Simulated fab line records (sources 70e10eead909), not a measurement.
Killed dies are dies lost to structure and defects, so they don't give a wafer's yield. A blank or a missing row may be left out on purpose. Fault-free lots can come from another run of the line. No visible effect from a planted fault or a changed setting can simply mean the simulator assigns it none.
Which of the tools did it? / flow nand harc / Sampling: 13 lots, 39 wafers, 5 of 1302 route steps

== WHAT THE GAUGES READ, wafer by wafer ==
NHARC_A_SOURCE_PLATE_THK_MEAS_09: measures by ellipsometry. Usual: thk nm 9.7 nm, standard deviation 1.1.
lot=L259; measured=day 7 06:23; on=film metro-02; thk nm (nm)=10.1 9.8 9.9; flag=
lot=L261; measured=day 8 02:11; on=film metro-02; thk nm (nm)=9.2 9.8 9.0; flag=
lot=L262; measured=day 8 11:39; on=film metro-02; thk nm (nm)=11.1 9.5 8.5; flag=
lot=L264; measured=day 9 04:19; on=film metro-01; thk nm (nm)=9.5 9.8 9.2; flag=
lot=L267; measured=day 10 08:02; on=film metro-01; thk nm (nm)=8.9 8.6 11.5; flag=
lot=L271; measured=day 11 22:16; on=film metro-02; thk nm (nm)=10.5 9.5 8.6; flag=
lot=L274; measured=day 13 07:28; on=film metro-02; thk nm (nm)=10.4 9.0 10.4; flag=
lot=L275; measured=day 13 23:24; on=film metro-02; thk nm (nm)=8.0 11.1 9.6; flag=
lot=L276; measured=day 14 03:22; on=film metro-02; thk nm (nm)=8.3 11.1 9.1; flag=
lot=L277; measured=day 14 10:08; on=film metro-01; thk nm (nm)=10.7 10.5 10.7; flag=
lot=L279; measured=day 15 07:45; on=film metro-01; thk nm (nm)=11.4 9.2 7.9; flag=
lot=L280; measured=day 15 18:19; on=film metro-02; thk nm (nm)=10.0 9.9 10.8; flag=
lot=L282; measured=day 17 01:55; on=film metro-01; thk nm (nm)=9.5 10.7 10.3; flag=

NHARC_A_ONON_D1_THK_MEAS_14: measures by ellipsometry. Usual: thk nm 1001 nm, standard deviation 8.9.
lot=L259; measured=day 7 21:52; on=film metro-02; thk nm (nm)=1009 1006 1007; flag=
lot=L261; measured=day 8 18:05; on=film metro-01; thk nm (nm)=984 984 986; flag=
lot=L262; measured=day 9 03:33; on=film metro-02; thk nm (nm)=1001 1003 1004; flag=
lot=L264; measured=day 9 20:17; on=film metro-02; thk nm (nm)=986 988 987; flag=
lot=L267; measured=day 11 01:07; on=film metro-01; thk nm (nm)=1009 1012 1010; flag=
lot=L271; measured=day 12 14:11; on=film metro-01; thk nm (nm)=901 901 901; flag=OFF
lot=L274; measured=day 13 22:58; on=film metro-02; thk nm (nm)=906 905 907; flag=OFF
lot=L275; measured=day 14 17:20; on=film metro-01; thk nm (nm)=995 994 994; flag=
lot=L276; measured=day 14 17:21; on=film metro-02; thk nm (nm)=1013 1011 1011; flag=
lot=L277; measured=day 15 01:56; on=film metro-01; thk nm (nm)=996 997 995; flag=
lot=L279; measured=day 16 00:51; on=film metro-01; thk nm (nm)=1010 1013 1012; flag=
lot=L280; measured=day 16 10:19; on=film metro-01; thk nm (nm)=998 997 997; flag=
lot=L282; measured=day 17 17:23; on=film metro-02; thk nm (nm)=1012 1013 1010; flag=

NHARC_END_SORT_01. Usual: killed at array 44, standard deviation 16; killed at other 0.6, standard deviation 1.1; killed at periphery 3.9, standard deviation 2.6; killed dies 48, standard deviation 16; killed open 3.1, standard deviation 1.9; killed short 2.4, standard deviation 1.8.
lot=L271; measured=day 28 21:28; on=prober-01; killed at array=676 672 676; killed at other=1 3 0; killed at periphery=0 2 1; killed dies=677 677 677; killed open=1 8 6; killed short=1 7 2; flag=OFF
lot=L274; measured=day 30 08:06; on=prober-01; killed at array=668 671 674; killed at other=1 0 0; killed at periphery=8 6 3; killed dies=677 677 677; killed open=3 2 0; killed short=2 1 0; flag=OFF

== WHICH TOOL RAN EACH LOT (tool, then ch and the chambers of the sampled wafers, then the start) ==
lot=L259; NHARC_A_ZERO_WELL_DESCUM_12=rie diel-03 ch 0,1,3, day 6 20:12; NHARC_A_ONON_D1_DEP_12=pecvd onon-01 ch 0, day 7 21:24
lot=L261; NHARC_A_ZERO_WELL_DESCUM_12=rie diel-01 ch 0,1,2, day 7 17:51; NHARC_A_ONON_D1_DEP_12=pecvd onon-01 ch 0, day 8 17:35
lot=L262; NHARC_A_ZERO_WELL_DESCUM_12=rie diel-01 ch 0,1, day 8 03:28; NHARC_A_ONON_D1_DEP_12=pecvd onon-01 ch 0, day 9 03:10
lot=L264; NHARC_A_ZERO_WELL_DESCUM_12=rie diel-03 ch 0,1,2, day 8 19:13; NHARC_A_ONON_D1_DEP_12=pecvd onon-01 ch 0, day 9 19:46
lot=L267; NHARC_A_ZERO_WELL_DESCUM_12=rie diel-07 ch 0,1,2, day 9 23:39; NHARC_A_ONON_D1_DEP_12=pecvd onon-01 ch 0, day 11 00:36
lot=L271; NHARC_A_ZERO_WELL_DESCUM_12=rie diel-01 ch 1,3, day 11 13:12; NHARC_A_ONON_D1_DEP_12=pecvd onon-04 ch 0, day 12 13:46
lot=L274; NHARC_A_ZERO_WELL_DESCUM_12=rie diel-07 ch 0,2,3, day 12 22:15; NHARC_A_ONON_D1_DEP_12=pecvd onon-04 ch 0, day 13 22:27
lot=L275; NHARC_A_ZERO_WELL_DESCUM_12=rie diel-03 ch 2,3, day 13 14:40; NHARC_A_ONON_D1_DEP_12=pecvd onon-01 ch 0, day 14 16:49
lot=L276; NHARC_A_ZERO_WELL_DESCUM_12=rie diel-01 ch 1,3, day 13 19:16; NHARC_A_ONON_D1_DEP_12=pecvd onon-03 ch 0, day 14 16:57
lot=L277; NHARC_A_ZERO_WELL_DESCUM_12=rie diel-03 ch 0,1, day 14 02:01; NHARC_A_ONON_D1_DEP_12=pecvd onon-01 ch 0, day 15 01:24
lot=L279; NHARC_A_ZERO_WELL_DESCUM_12=rie diel-03 ch 0,3, day 15 01:46; NHARC_A_ONON_D1_DEP_12=pecvd onon-03 ch 0, day 16 00:31
lot=L280; NHARC_A_ZERO_WELL_DESCUM_12=rie diel-03 ch 1,2,3, day 15 09:40; NHARC_A_ONON_D1_DEP_12=pecvd onon-01 ch 0, day 16 09:48
lot=L282; NHARC_A_ZERO_WELL_DESCUM_12=rie diel-03 ch 1,3, day 16 17:14; NHARC_A_ONON_D1_DEP_12=pecvd onon-03 ch 0, day 17 16:56
- NHARC_A_ZERO_WELL_DESCUM_12: chemistry O2, time 3 s.
- NHARC_A_ONON_D1_DEP_12: target thk 1000 nm.

== AS READ BY THE TOOLS THEMSELVES (means over the sampled wafers that have a number; for cases with no such wafer, the mark the record gives instead) ==
NHARC_A_ZERO_WELL_DESCUM_12. Usual: drypump motor current A 5.6 A, standard deviation 0.48; oes product au 1.001 a.u., standard deviation 0.0068; rf vpp V 57.9 V, standard deviation 0.75; showerhead plenum p Torr 1.91 Torr, standard deviation 0.058; throttle valve pct 11.311 %, standard deviation 0.0082.
lot=L259; tool=rie diel-03; drypump motor current A (A)=5.6; oes product au (a.u.)=0.998; rf vpp V (V)=58.1; showerhead plenum p Torr (Torr)=1.93; throttle valve pct (%)=11.312; flag=
lot=L261; tool=rie diel-01; drypump motor current A (A)=5.9; oes product au (a.u.)=1.006; rf vpp V (V)=57.8; showerhead plenum p Torr (Torr)=1.96; throttle valve pct (%)=11.314; flag=
lot=L262; tool=rie diel-01; drypump motor current A (A)=6.1; oes product au (a.u.)=1.000; rf vpp V (V)=58.2; showerhead plenum p Torr (Torr)=1.93; throttle valve pct (%)=11.314; flag=
lot=L264; tool=rie diel-03; drypump motor current A (A)=5.6; oes product au (a.u.)=1.009; rf vpp V (V)=57.4; showerhead plenum p Torr (Torr)=1.89; throttle valve pct (%)=11.308; flag=
lot=L267; tool=rie diel-07; drypump motor current A (A)=6.0; oes product au (a.u.)=0.995; rf vpp V (V)=57.6; showerhead plenum p Torr (Torr)=1.95; throttle valve pct (%)=11.316; flag=
lot=L271; tool=rie diel-01; drypump motor current A (A)=5.4; oes product au (a.u.)=1.004; rf vpp V (V)=58.2; showerhead plenum p Torr (Torr)=1.92; throttle valve pct (%)=11.320; flag=
lot=L274; tool=rie diel-07; drypump motor current A (A)=6.1; oes product au (a.u.)=0.999; rf vpp V (V)=58.5; showerhead plenum p Torr (Torr)=1.93; throttle valve pct (%)=11.311; flag=
lot=L275; tool=rie diel-03; drypump motor current A (A)=5.0; oes product au (a.u.)=1.000; rf vpp V (V)=57.5; showerhead plenum p Torr (Torr)=1.91; throttle valve pct (%)=11.322; flag=
lot=L276; tool=rie diel-01; drypump motor current A (A)=5.4; oes product au (a.u.)=1.009; rf vpp V (V)=57.5; showerhead plenum p Torr (Torr)=1.87; throttle valve pct (%)=11.316; flag=
lot=L277; tool=rie diel-03; drypump motor current A (A)=5.9; oes product au (a.u.)=0.995; rf vpp V (V)=57.3; showerhead plenum p Torr (Torr)=1.90; throttle valve pct (%)=11.303; flag=
lot=L279; tool=rie diel-03; drypump motor current A (A)=5.6; oes product au (a.u.)=1.000; rf vpp V (V)=58.0; showerhead plenum p Torr (Torr)=1.90; throttle valve pct (%)=11.315; flag=
lot=L280; tool=rie diel-03; drypump motor current A (A)=5.2; oes product au (a.u.)=1.001; rf vpp V (V)=56.5; showerhead plenum p Torr (Torr)=1.91; throttle valve pct (%)=11.311; flag=
lot=L282; tool=rie diel-03; drypump motor current A (A)=5.5; oes product au (a.u.)=1.003; rf vpp V (V)=57.9; showerhead plenum p Torr (Torr)=1.95; throttle valve pct (%)=11.309; flag=

NHARC_A_ONON_D1_DEP_12. Usual: n2o flow sccm 2001 sccm, standard deviation 6; nh3 flow sccm 500.4 sccm, standard deviation 1.5; sih4 flow sccm 209.9 sccm, standard deviation 0.6.
lot=L259; tool=pecvd onon-01; n2o flow sccm (sccm)=1994; nh3 flow sccm (sccm)=503.1; sih4 flow sccm (sccm)=210.4; flag=
lot=L261; tool=pecvd onon-01; n2o flow sccm (sccm)=2003; nh3 flow sccm (sccm)=500.3; sih4 flow sccm (sccm)=209.9; flag=
lot=L262; tool=pecvd onon-01; n2o flow sccm (sccm)=2001; nh3 flow sccm (sccm)=499.8; sih4 flow sccm (sccm)=209.2; flag=
lot=L264; tool=pecvd onon-01; n2o flow sccm (sccm)=2009; nh3 flow sccm (sccm)=498.4; sih4 flow sccm (sccm)=210.3; flag=
lot=L267; tool=pecvd onon-01; n2o flow sccm (sccm)=2006; nh3 flow sccm (sccm)=500.9; sih4 flow sccm (sccm)=210.2; flag=
lot=L271; tool=pecvd onon-04; n2o flow sccm (sccm)=2003; nh3 flow sccm (sccm)=501.1; sih4 flow sccm (sccm)=209.9; flag=
lot=L274; tool=pecvd onon-04; n2o flow sccm (sccm)=2001; nh3 flow sccm (sccm)=500.2; sih4 flow sccm (sccm)=209.5; flag=
lot=L275; tool=pecvd onon-01; n2o flow sccm (sccm)=2004; nh3 flow sccm (sccm)=501.6; sih4 flow sccm (sccm)=209.5; flag=
lot=L276; tool=pecvd onon-03; n2o flow sccm (sccm)=2008; nh3 flow sccm (sccm)=498.2; sih4 flow sccm (sccm)=210.0; flag=
lot=L277; tool=pecvd onon-01; n2o flow sccm (sccm)=2001; nh3 flow sccm (sccm)=499.1; sih4 flow sccm (sccm)=209.1; flag=
lot=L279; tool=pecvd onon-03; n2o flow sccm (sccm)=1998; nh3 flow sccm (sccm)=501.8; sih4 flow sccm (sccm)=209.6; flag=
lot=L280; tool=pecvd onon-01; n2o flow sccm (sccm)=2007; nh3 flow sccm (sccm)=500.6; sih4 flow sccm (sccm)=209.7; flag=
lot=L282; tool=pecvd onon-03; n2o flow sccm (sccm)=2006; nh3 flow sccm (sccm)=501.0; sih4 flow sccm (sccm)=209.7; flag=

== THE ANSWER, worked out from the rows above alone ==
Rule: lot off if the mean of its wafers having a number is beyond 3 standard deviations from the usual mean. Also off: a lot with no number at a reading for which 4 or more lots have one. Any other lot the step has rows for is counted as sound. First the gauges in route order, then the tools' own readings, where a lot's mean is used as printed above. The first step at which some lot is off is used, and at that step the reading that is off furthest; a lot without a number counts as furthest.
Off: L271, L274, at NHARC_A_ONON_D1_THK_MEAS_14 (thk nm).
If a tool, at a process step before that reading, ran all the lots that are off and no sound lot after the first of them, it fits. Not tried: the gauges at NHARC_A_ONON_D1_THK_MEAS_14; whatever is off there is also off at NHARC_END_SORT_01, on other tools, and gauge error can't account for it. One candidate fits, namely pecvd onon-04 at NHARC_A_ONON_D1_DEP_12. It ran no sound lot before its first lot that is off in this sample, so the start can't be narrowed down.

== WHAT THE SIMULATOR PUT IN ==
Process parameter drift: pecvd onon-04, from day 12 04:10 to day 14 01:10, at NHARC_A_ONON_D1_DEP_12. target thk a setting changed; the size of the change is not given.
Lots struck among those shown: L271, L274. The rule given above showed the same thing.
